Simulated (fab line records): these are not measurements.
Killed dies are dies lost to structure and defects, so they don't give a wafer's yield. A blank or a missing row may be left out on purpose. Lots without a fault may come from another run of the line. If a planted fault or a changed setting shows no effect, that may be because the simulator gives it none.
Which tool is to blame? / flow nand-harc / 12 lots, 36 wafers sampled, at 5 steps of a route of 1302

== WHAT THE GAUGES SHOWED, per wafer ==
NHARC_END_SORT_01. Usual: killed-at-array 55, standard deviation 19; killed-at-other 0.8, standard deviation 1.1; killed-at-periphery 4.0, standard deviation 2.6; killed-dies 60, standard deviation 20; killed-open 3.4, standard deviation 1.7; killed-short 2.6, standard deviation 1.5.
lot=L327; measured=day 27 21:37; on=prober-02; killed-at-array=457 80 82; killed-at-other=0 0 0; killed-at-periphery=0 2 10; killed-dies=457 82 92; killed-open=2 3 5; killed-short=2 2 2; flag=OFF
lot=L330; measured=day 29 04:14; on=prober-02; killed-at-array=394 51 59; killed-at-other=1 0 0; killed-at-periphery=5 6 3; killed-dies=400 57 62; killed-open=5 2 5; killed-short=5 6 2; flag=OFF
lot=L332; measured=day 29 03:23; on=prober-01; killed-at-array=450 44 40; killed-at-other=2 2 1; killed-at-periphery=0 3 3; killed-dies=452 49 44; killed-open=3 2 3; killed-short=3 3 0; flag=OFF

== EACH LOT AND THE TOOL THAT RAN IT (in order: tool; ch and the chambers of the sampled wafers; start) ==
lot=L320; NHARC_A_STAIRCASE_STRIP_175=plasma-asher-01 ch 0,1, day 15 19:07; NHARC_A_STAIRCASE_ETCH_188=rie-diel-01 ch 1,2,3, day 15 23:11 or earlier; NHARC_A_STAIRCASE_TRIM_189=rie-diel-01 ch 0,1,3, day 15 23:11 or earlier; NHARC_A_STAIRCASE_ETCH_203=rie-diel-13 ch 0,1, day 15 23:11
lot=L326; NHARC_A_STAIRCASE_STRIP_175=plasma-asher-02 ch 0,1, day 18 03:28; NHARC_A_STAIRCASE_ETCH_188=rie-diel-13 ch 0,1, day 18 06:58 or earlier; NHARC_A_STAIRCASE_TRIM_189=rie-diel-13 ch 0,1,2, day 18 06:58 or earlier; NHARC_A_STAIRCASE_ETCH_203=rie-diel-13 ch 1,2, day 18 06:58
lot=L327; NHARC_A_STAIRCASE_STRIP_175=plasma-asher-01 ch 0,1, day 19 00:43; NHARC_A_STAIRCASE_ETCH_188=rie-diel-01 ch 2,3, day 19 04:05 or earlier; NHARC_A_STAIRCASE_TRIM_189=rie-diel-01 ch 1,2, day 19 04:05 or earlier; NHARC_A_STAIRCASE_ETCH_203=rie-diel-13 ch 0,3, day 19 04:05
lot=L329; NHARC_A_STAIRCASE_STRIP_175=plasma-asher-02 ch 1, day 19 16:46; NHARC_A_STAIRCASE_ETCH_188=rie-diel-01 ch 0,2,3, day 19 20:19 or earlier; NHARC_A_STAIRCASE_TRIM_189=rie-diel-01 ch 0,2, day 19 20:19 or earlier; NHARC_A_STAIRCASE_ETCH_203=rie-diel-01 ch 0,1,2, day 19 20:19
lot=L330; NHARC_A_STAIRCASE_STRIP_175=plasma-asher-01 ch 0,1, day 20 06:06; NHARC_A_STAIRCASE_ETCH_188=rie-diel-13 ch 0,1, day 20 09:24 or earlier; NHARC_A_STAIRCASE_TRIM_189=rie-diel-13 ch 0,1,3, day 20 09:24 or earlier; NHARC_A_STAIRCASE_ETCH_203=rie-diel-13 ch 0,3, day 20 09:24
lot=L332; NHARC_A_STAIRCASE_STRIP_175=plasma-asher-01 ch 0,1, day 20 12:41; NHARC_A_STAIRCASE_ETCH_188=rie-diel-06 ch 0,1,3, day 20 16:10 or earlier; NHARC_A_STAIRCASE_TRIM_189=rie-diel-06 ch 1,2,3, day 20 16:10 or earlier; NHARC_A_STAIRCASE_ETCH_203=rie-diel-13 ch 1,2,3, day 20 16:10
lot=L339; NHARC_A_STAIRCASE_STRIP_175=plasma-asher-01 ch 0,1, day 23 04:27; NHARC_A_STAIRCASE_ETCH_188=rie-diel-13 ch 0,1,2, day 23 07:55 or earlier; NHARC_A_STAIRCASE_TRIM_189=rie-diel-13 ch 0,1,2, day 23 07:55 or earlier; NHARC_A_STAIRCASE_ETCH_203=rie-diel-13 ch 1,2,3, day 23 07:55
lot=L338; NHARC_A_STAIRCASE_STRIP_175=plasma-asher-01 ch 0,1, day 23 06:49; NHARC_A_STAIRCASE_ETCH_188=rie-diel-13 ch 1,2,3, day 23 10:26 or earlier; NHARC_A_STAIRCASE_TRIM_189=rie-diel-13 ch 0,1,2, day 23 10:26 or earlier; NHARC_A_STAIRCASE_ETCH_203=rie-diel-13 ch 0,2,3, day 23 10:26
lot=L340; NHARC_A_STAIRCASE_STRIP_175=plasma-asher-01 ch 0,1, day 23 17:16; NHARC_A_STAIRCASE_ETCH_188=rie-diel-13 ch 0,1, day 23 21:04 or earlier; NHARC_A_STAIRCASE_TRIM_189=rie-diel-13 ch 1,3, day 23 21:04 or earlier; NHARC_A_STAIRCASE_ETCH_203=rie-diel-13 ch 0,2,3, day 23 21:04
lot=L342; NHARC_A_STAIRCASE_STRIP_175=plasma-asher-02 ch 0,1, day 24 15:40; NHARC_A_STAIRCASE_ETCH_188=rie-diel-01 ch 1,2,3, day 24 19:10 or earlier; NHARC_A_STAIRCASE_TRIM_189=rie-diel-01 ch 0,1,3, day 24 19:10 or earlier; NHARC_A_STAIRCASE_ETCH_203=rie-diel-06 ch 0,2,3, day 24 19:10
lot=L341; NHARC_A_STAIRCASE_STRIP_175=plasma-asher-02 ch 0,1, day 24 16:14; NHARC_A_STAIRCASE_ETCH_188=rie-diel-13 ch 0,1,2, day 24 19:39 or earlier; NHARC_A_STAIRCASE_TRIM_189=rie-diel-13 ch 1,3, day 24 19:39 or earlier; NHARC_A_STAIRCASE_ETCH_203=rie-diel-13 ch 0,2, day 24 19:39
lot=L343; NHARC_A_STAIRCASE_STRIP_175=plasma-asher-01 ch 0,1, day 25 02:59; NHARC_A_STAIRCASE_ETCH_188=rie-diel-01 ch 0,2,3, day 25 06:27 or earlier; NHARC_A_STAIRCASE_TRIM_189=rie-diel-01 ch 0,1, day 25 06:27 or earlier; NHARC_A_STAIRCASE_ETCH_203=rie-diel-13 ch 0,3, day 25 06:27
- NHARC_A_STAIRCASE_STRIP_175: strips in O2.
- NHARC_A_STAIRCASE_ETCH_188: etches the open film in C4F8/O2, target depth 100 nm, time 40.5 s.
- NHARC_A_STAIRCASE_TRIM_189: chemistry O2, time 211.2 s.
- NHARC_A_STAIRCASE_ETCH_203: etches the open film in C4F8/O2, target depth 100 nm, time 40.5 s.

== AS READ BY THE TOOLS THEMSELVES (means over the sampled wafers that have a number; for cases with no such wafer, the mark the record gives instead) ==
NHARC_A_STAIRCASE_STRIP_175. Usual: drypump-motor-current-A 5.4 A, standard deviation 0.31; heater-power-w 339 W, standard deviation 31; rf-refl-power-W 35 W, standard deviation 8.6.
lot=L320; tool=plasma-asher-01; drypump-motor-current-A (A)=5.5; heater-power-w (W)=371; rf-refl-power-W (W)=-; flag=OFF
lot=L326; tool=plasma-asher-02; drypump-motor-current-A (A)=5.5; heater-power-w (W)=307; rf-refl-power-W (W)=39; flag=
lot=L327; tool=plasma-asher-01; drypump-motor-current-A (A)=5.2; heater-power-w (W)=357; rf-refl-power-W (W)=37; flag=
lot=L329; tool=plasma-asher-02; drypump-motor-current-A (A)=5.4; heater-power-w (W)=304; rf-refl-power-W (W)=45; flag=
lot=L330; tool=plasma-asher-01; drypump-motor-current-A (A)=5.5; heater-power-w (W)=375; rf-refl-power-W (W)=32; flag=
lot=L332; tool=plasma-asher-01; drypump-motor-current-A (A)=5.2; heater-power-w (W)=361; rf-refl-power-W (W)=37; flag=
lot=L339; tool=plasma-asher-01; drypump-motor-current-A (A)=5.5; heater-power-w (W)=374; rf-refl-power-W (W)=32; flag=
lot=L338; tool=plasma-asher-01; drypump-motor-current-A (A)=5.2; heater-power-w (W)=358; rf-refl-power-W (W)=37; flag=
lot=L340; tool=plasma-asher-01; drypump-motor-current-A (A)=5.2; heater-power-w (W)=358; rf-refl-power-W (W)=37; flag=
lot=L342; tool=plasma-asher-02; drypump-motor-current-A (A)=5.5; heater-power-w (W)=310; rf-refl-power-W (W)=39; flag=
lot=L341; tool=plasma-asher-02; drypump-motor-current-A (A)=5.5; heater-power-w (W)=318; rf-refl-power-W (W)=-; flag=OFF
lot=L343; tool=plasma-asher-01; drypump-motor-current-A (A)=5.2; heater-power-w (W)=336; rf-refl-power-W (W)=37; flag=

NHARC_A_STAIRCASE_ETCH_188. Usual: bias-w 1000.0 W, standard deviation 2.8; oes-product-au 0.945 a.u., standard deviation 0.014; rf-vpp-V 898 V, standard deviation 4.7.
lot=L320; tool=rie-diel-01; bias-w (W)=1000.5; oes-product-au (a.u.)=0.918; rf-vpp-V (V)=899; flag=
lot=L326; tool=rie-diel-13; bias-w (W)=1000.8; oes-product-au (a.u.)=0.949; rf-vpp-V (V)=902; flag=
lot=L327; tool=rie-diel-01; bias-w (W)=999.1; oes-product-au (a.u.)=0.941; rf-vpp-V (V)=897; flag=
lot=L329; tool=rie-diel-01; bias-w (W)=999.1; oes-product-au (a.u.)=0.935; rf-vpp-V (V)=900; flag=
lot=L330; tool=rie-diel-13; bias-w (W)=999.8; oes-product-au (a.u.)=0.957; rf-vpp-V (V)=902; flag=
lot=L332; tool=rie-diel-06; bias-w (W)=999.2; oes-product-au (a.u.)=0.954; rf-vpp-V (V)=891; flag=
lot=L339; tool=rie-diel-13; bias-w (W)=1000.8; oes-product-au (a.u.)=0.950; rf-vpp-V (V)=898; flag=
lot=L338; tool=rie-diel-13; bias-w (W)=1002.9; oes-product-au (a.u.)=0.954; rf-vpp-V (V)=898; flag=
lot=L340; tool=rie-diel-13; bias-w (W)=1001.4; oes-product-au (a.u.)=0.951; rf-vpp-V (V)=901; flag=
lot=L342; tool=rie-diel-01; bias-w (W)=997.7; oes-product-au (a.u.)=0.947; rf-vpp-V (V)=897; flag=
lot=L341; tool=rie-diel-13; bias-w (W)=995.0; oes-product-au (a.u.)=0.959; rf-vpp-V (V)=898; flag=
lot=L343; tool=rie-diel-01; bias-w (W)=997.6; oes-product-au (a.u.)=0.941; rf-vpp-V (V)=900; flag=

NHARC_A_STAIRCASE_TRIM_189. Usual: drypump-motor-current-A 5.7 A, standard deviation 0.34; oes-product-au 0.997 a.u., standard deviation 0.011; rf-vpp-V 57.9 V, standard deviation 0.84; showerhead-plenum-p-Torr 3.60 Torr, standard deviation 0.12; throttle-valve-pct 17.035 %, standard deviation 0.0087.
lot=L320; tool=rie-diel-01; drypump-motor-current-A (A)=5.8; oes-product-au (a.u.)=0.996; rf-vpp-V (V)=58.0; showerhead-plenum-p-Torr (Torr)=3.70; throttle-valve-pct (%)=17.041; flag=
lot=L326; tool=rie-diel-13; drypump-motor-current-A (A)=5.6; oes-product-au (a.u.)=1.001; rf-vpp-V (V)=57.9; showerhead-plenum-p-Torr (Torr)=3.63; throttle-valve-pct (%)=17.031; flag=
lot=L327; tool=rie-diel-01; drypump-motor-current-A (A)=5.7; oes-product-au (a.u.)=0.993; rf-vpp-V (V)=57.4; showerhead-plenum-p-Torr (Torr)=3.51; throttle-valve-pct (%)=17.041; flag=
lot=L329; tool=rie-diel-01; drypump-motor-current-A (A)=5.4; oes-product-au (a.u.)=0.994; rf-vpp-V (V)=57.9; showerhead-plenum-p-Torr (Torr)=3.67; throttle-valve-pct (%)=17.034; flag=
lot=L330; tool=rie-diel-13; drypump-motor-current-A (A)=5.7; oes-product-au (a.u.)=0.994; rf-vpp-V (V)=58.0; showerhead-plenum-p-Torr (Torr)=3.62; throttle-valve-pct (%)=17.025; flag=
lot=L332; tool=rie-diel-06; drypump-motor-current-A (A)=5.7; oes-product-au (a.u.)=0.991; rf-vpp-V (V)=56.9; showerhead-plenum-p-Torr (Torr)=3.44; throttle-valve-pct (%)=17.041; flag=
lot=L339; tool=rie-diel-13; drypump-motor-current-A (A)=5.6; oes-product-au (a.u.)=1.003; rf-vpp-V (V)=58.2; showerhead-plenum-p-Torr (Torr)=3.60; throttle-valve-pct (%)=17.024; flag=
lot=L338; tool=rie-diel-13; drypump-motor-current-A (A)=5.6; oes-product-au (a.u.)=1.008; rf-vpp-V (V)=58.3; showerhead-plenum-p-Torr (Torr)=3.60; throttle-valve-pct (%)=17.039; flag=
lot=L340; tool=rie-diel-13; drypump-motor-current-A (A)=5.9; oes-product-au (a.u.)=1.000; rf-vpp-V (V)=57.9; showerhead-plenum-p-Torr (Torr)=3.65; throttle-valve-pct (%)=17.048; flag=
lot=L342; tool=rie-diel-01; drypump-motor-current-A (A)=5.8; oes-product-au (a.u.)=0.994; rf-vpp-V (V)=57.2; showerhead-plenum-p-Torr (Torr)=3.66; throttle-valve-pct (%)=17.031; flag=
lot=L341; tool=rie-diel-13; drypump-motor-current-A (A)=5.9; oes-product-au (a.u.)=1.008; rf-vpp-V (V)=58.2; showerhead-plenum-p-Torr (Torr)=3.59; throttle-valve-pct (%)=17.036; flag=
lot=L343; tool=rie-diel-01; drypump-motor-current-A (A)=5.6; oes-product-au (a.u.)=0.982; rf-vpp-V (V)=58.8; showerhead-plenum-p-Torr (Torr)=3.67; throttle-valve-pct (%)=17.033; flag=

NHARC_A_STAIRCASE_ETCH_203. Usual: bias-w 1000.3 W, standard deviation 2.8; oes-product-au 0.942 a.u., standard deviation 0.011; rf-vpp-V 898 V, standard deviation 4.5.
lot=L320; tool=rie-diel-13; bias-w (W)=1002.8; oes-product-au (a.u.)=0.943; rf-vpp-V (V)=900; flag=
lot=L326; tool=rie-diel-13; bias-w (W)=1001.5; oes-product-au (a.u.)=0.948; rf-vpp-V (V)=901; flag=
lot=L327; tool=rie-diel-13; bias-w (W)=999.0; oes-product-au (a.u.)=0.902; rf-vpp-V (V)=898; flag=OFF
lot=L329; tool=rie-diel-01; bias-w (W)=998.6; oes-product-au (a.u.)=0.941; rf-vpp-V (V)=899; flag=
lot=L330; tool=rie-diel-13; bias-w (W)=997.9; oes-product-au (a.u.)=0.902; rf-vpp-V (V)=898; flag=OFF
lot=L332; tool=rie-diel-13; bias-w (W)=999.8; oes-product-au (a.u.)=0.901; rf-vpp-V (V)=899; flag=OFF
lot=L339; tool=rie-diel-13; bias-w (W)=999.7; oes-product-au (a.u.)=0.955; rf-vpp-V (V)=897; flag=
lot=L338; tool=rie-diel-13; bias-w (W)=1001.5; oes-product-au (a.u.)=0.951; rf-vpp-V (V)=896; flag=
lot=L340; tool=rie-diel-13; bias-w (W)=1000.8; oes-product-au (a.u.)=0.949; rf-vpp-V (V)=897; flag=
lot=L342; tool=rie-diel-06; bias-w (W)=999.8; oes-product-au (a.u.)=0.943; rf-vpp-V (V)=894; flag=
lot=L341; tool=rie-diel-13; bias-w (W)=997.4; oes-product-au (a.u.)=0.945; rf-vpp-V (V)=897; flag=
lot=L343; tool=rie-diel-13; bias-w (W)=998.3; oes-product-au (a.u.)=0.945; rf-vpp-V (V)=898; flag=

== THE ANSWER, worked out from the rows above alone ==
Rule: a lot counts as off when the mean over its wafers that have a number is more than 3 standard deviations away from the usual mean. A lot without any number at a reading at which 4 lots or more have one is off too. Where the step has rows for the other lots, those lots are counted as sound. After the gauges, taken in route order, come the tools' own readings; for these a lot's mean is taken, as printed above. The first step at which some lot is off is used, and at that step the reading that is off furthest; a lot without a number counts as furthest.
Off at NHARC_END_SORT_01 (killed-at-array): L327, L330, L332. Neither off nor sound, because the step has no rows for them: L320, L326, L329, L339, L338, L340, L342, L341, L343.
A tool fits if, at a process step before that reading, it ran every lot that is off, and no sound lot after the first of them. Not tried: the gauges at NHARC_END_SORT_01; whatever is off there is also off at NHARC_A_STAIRCASE_ETCH_203, on other tools, and gauge error can't account for it. With no start given for some of its lots, NHARC_A_STAIRCASE_ETCH_188 uses the hours and lot order of NHARC_A_STAIRCASE_ETCH_203. With no start given for some of its lots, NHARC_A_STAIRCASE_TRIM_189 uses the hours and lot order of NHARC_A_STAIRCASE_ETCH_203. Can't be told from this: 2 tools fit, plasma-asher-01 at NHARC_A_STAIRCASE_STRIP_175, rie-diel-13 at NHARC_A_STAIRCASE_ETCH_203.

== WHAT THE SIMULATOR HAD INSERTED ==
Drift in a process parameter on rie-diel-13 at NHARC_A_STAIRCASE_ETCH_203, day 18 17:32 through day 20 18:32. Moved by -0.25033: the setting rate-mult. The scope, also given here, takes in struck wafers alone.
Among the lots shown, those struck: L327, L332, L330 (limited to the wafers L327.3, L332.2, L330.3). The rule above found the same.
